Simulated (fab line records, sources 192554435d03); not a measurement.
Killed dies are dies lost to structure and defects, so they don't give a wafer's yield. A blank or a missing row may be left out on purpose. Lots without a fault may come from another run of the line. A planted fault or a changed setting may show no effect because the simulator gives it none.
A struck lot beside a sound one | flow n5_finfet | 41 steps out of a route of 1938
Sound: wafers L748.1, L748.5, L748.6. Struck: wafers L740.1, L740.6. The cause comes at the end.
At each step with rows: each side's tool, then ch and its chambers, then its first start. Under that, the readings that differ: sound wafers | struck wafers | difference of the means | sigmas: that difference in standard deviations of wafers without a fault.
alike: readings whose means differ by less than 2 such deviations, and words and numbers that are the same on both sides. not compared: withheld readings, readings that some wafer has no value for, bounds like >300 that may hide the same value, and numbers for which the record gives no deviation and whose values overlap.
The two part at a step that has a row with sigmas, a row that says differs or no value, or rows on one side only. Numbers that don't overlap but have no deviation are shown without sigmas and don't part them. A reading that every wafer of one side lacks parts them only if that side has two wafers or more.

first, 9 steps without rows for these wafers: N5_BEOL_M4_ANNEAL_95 (time 240 s); N5_BEOL_M4_SPUTTER_96 (material Cu, target thk 4.5 nm, time 8.29 s); N5_BEOL_M4_ECD_50 (material Cu, target thk 300 nm); N5_BEOL_M4_ANNEAL_51 (time 90 s); N5_BEOL_M4_CMP_52 (polishes, stops on SiOC, t overpolish 6.8 s, target thk 40 nm); N5_BEOL_M4_PRE_CLEAN_60 (time 15 s); N5_BEOL_M4_CO_CAP_55 (material Co, precursor CCTBA/H2, target thk 2 nm, time 102.1 s); N5_BEOL_M4_PRE_CLEAN_56 (time 15 s); N5_BEOL_M4_DEP_57 (deposits SiCN from 3MS/NH3, target thk 8 nm, time 14 s).
N5_BEOL_M4_RC_MEAS_101:
  sound on prober-02 ch 0, day 13 06:49; struck on prober-02 ch 0, day 11 13:32
  alike: DIBL_N, DIBL_P, IOFF_N, IOFF_P, ION_N, ION_P, SS_N, SS_P, VT_N, VT_P
then, 24 steps without rows for these wafers: N5_BEOL_M5_ILD_DEP_00 (deposits SiCOH lowk from DEMS/porogen, target thk 140.64 nm, time 25.9 s); N5_BEOL_M5_CURE_79 (cures SiCOH lowk, time 240 s); N5_BEOL_M5_PECVD_70 (deposits SiO2 from TEOS/O2, target thk 16 nm, time 18 s); N5_BEOL_M5_HM_DEP_02 (deposits TiN, target thk 20 nm); N5_BEOL_M5_COAT_59 (time 60 s, resist thk 60 nm); N5_BEOL_M5_COAT_60 (time 60 s, resist thk 12 nm); N5_BEOL_M5_COAT_71 (time 60 s, resist thk 5 nm); N5_BEOL_M5_COAT_05 (resist thk 30 nm); N5_BEOL_M5_EBR_07; N5_BEOL_M5_SOFTBAKE_06 (time 60 s); N5_BEOL_M5_EXPOSE_08 (exposes mask M5, target cd 28 nm); N5_BEOL_M5_PEB_09 (peb time 60 s); N5_BEOL_M5_DEVELOP_10 (develop time 30 s); N5_BEOL_M5_DESCUM_16 (chemistry O2, time 7 s); N5_BEOL_M5_ETCH_72 (etches underlayer in N2/H2, target depth 6.5 nm, time 5.2 s); N5_BEOL_M5_ETCH_61 (etches SiARC in CF4, target depth 15.6 nm, time 26 s); N5_BEOL_M5_ETCH_62 (etches SOC in N2/H2, target depth 75 nm, overetch 15 nm, time 112.5 s); N5_BEOL_M5_STRIP_63 (strips in N2/H2); N5_BEOL_M5_STRIP_73 (strips in N2/H2); N5_BEOL_M5_STRIP_64 (strips in CF4); N5_BEOL_M5_HM_OPEN_17 (chemistry Cl2/BCl3, target TiN, target depth 20 nm, overetch 6 nm); N5_BEOL_M5_STRIP_19 (strips in O2); N5_BEOL_M5_COAT_65 (time 60 s, resist thk 60 nm); N5_BEOL_M5_COAT_66 (time 60 s, resist thk 12 nm).
N5_BEOL_M6_HM_DEP_02: deposits TiN, target thk 20 nm.
  sound on pvd_sputter-01, day 13 22:13; struck on pvd_sputter-03, day 12 07:58
  reading                                    | sound          | struck | difference | sigmas
  model.TiN_of_BEOL_M6_HM_DEP_02.thk_nm (nm) | 20.2 20.2 20.2 | 36 36  | +16        |
  alike: substrate_temp_c, throttle_valve_pct
N5_BEOL_M6_HM_OPEN_17: chemistry Cl2/BCl3, target TiN, target depth 20 nm, overetch 6 nm.
  sound on rie_metal-03 ch 0,1, day 13 23:05; struck on rie_metal-01 ch 0,1, day 12 08:55
  reading                  | sound             | struck      | difference | sigmas
  throttle_valve_pct (%)   | 22.28 22.27 22.28 | 21.70 21.86 | -0.50      | -3
  model.etch.depth_nm (nm) | 20.12 20.18 20.16 | 25.49 26.57 | +5.88      |
  alike: bcl3_flow_sccm, drypump_motor_current_A, oes_product_au
  not compared: rf_hours_counter_h
N5_BEOL_M6_VIA_ETCH_34: etches SiCOH lowk in C4F6/O2, target depth 126.3 nm, time 50.9 s.
  sound on rie_diel-01 ch 0,1, day 14 00:17; struck on rie_diel-01 ch 1,3, day 12 12:03
  reading               | sound          | struck    | difference | sigmas
  oes_product_au (a.u.) | 0.86 0.73 0.86 | 0.33 0.32 | -0.49      | -6
  alike: drypump_motor_current_A, rf_vpp_V, showerhead_plenum_p_Torr, throttle_valve_pct
  not compared: rf_hours_counter_h
N5_BEOL_M6_TRENCH_ETCH_37: etches SiCOH lowk in C4F6/O2, target depth 94.435 nm, time 31.5 s.
  sound on rie_diel-01 ch 0,1; struck on rie_diel-01 ch 1,3
  reading                                    | sound          | struck    | difference | sigmas
  model.TiN_of_BEOL_M6_HM_DEP_02.thk_nm (nm) | 17.4 17.6 17.4 | 33.4 33.4 | +15.9      |
  alike: drypump_motor_current_A, oes_product_au, rf_vpp_V, showerhead_plenum_p_Torr, throttle_valve_pct
  not compared: rf_hours_counter_h
N5_BEOL_M6_OCD_MEAS_38:
  sound on ocd-01, day 14 00:32; struck on ocd-01, day 12 12:17
  reading              | sound          | struck | difference                    | sigmas
  trench_depth_nm (nm) | 96.4 92.1 95.6 | - -    | no value on the struck wafers |
N5_BEOL_M6_CD_MEAS_35: target cd 40 nm, target cd y 28 nm.
  sound on cd_sem-01, day 14 00:41; struck on cd_sem-01, day 12 12:27
  reading    | sound          | struck | difference                    | sigmas
  cd_nm (nm) | 39.6 40.4 39.7 | - -    | no value on the struck wafers |
-- the record jumps here: 3 days lie between the struck wafers' starts before and after (it left off in module BEOL_M6 and takes up again in module PASSIVATION, whose first step shown is number 1936 of the route) --
N5_PASSIVATION_PROBE_49:
  the record has rows for the struck wafers here (prober-02, day 15 23:11) and none for the sound ones

WHERE THEY PART
First at N5_BEOL_M6_HM_OPEN_17; last, within this record, at N5_PASSIVATION_PROBE_49.

WHY: what the simulator had put in
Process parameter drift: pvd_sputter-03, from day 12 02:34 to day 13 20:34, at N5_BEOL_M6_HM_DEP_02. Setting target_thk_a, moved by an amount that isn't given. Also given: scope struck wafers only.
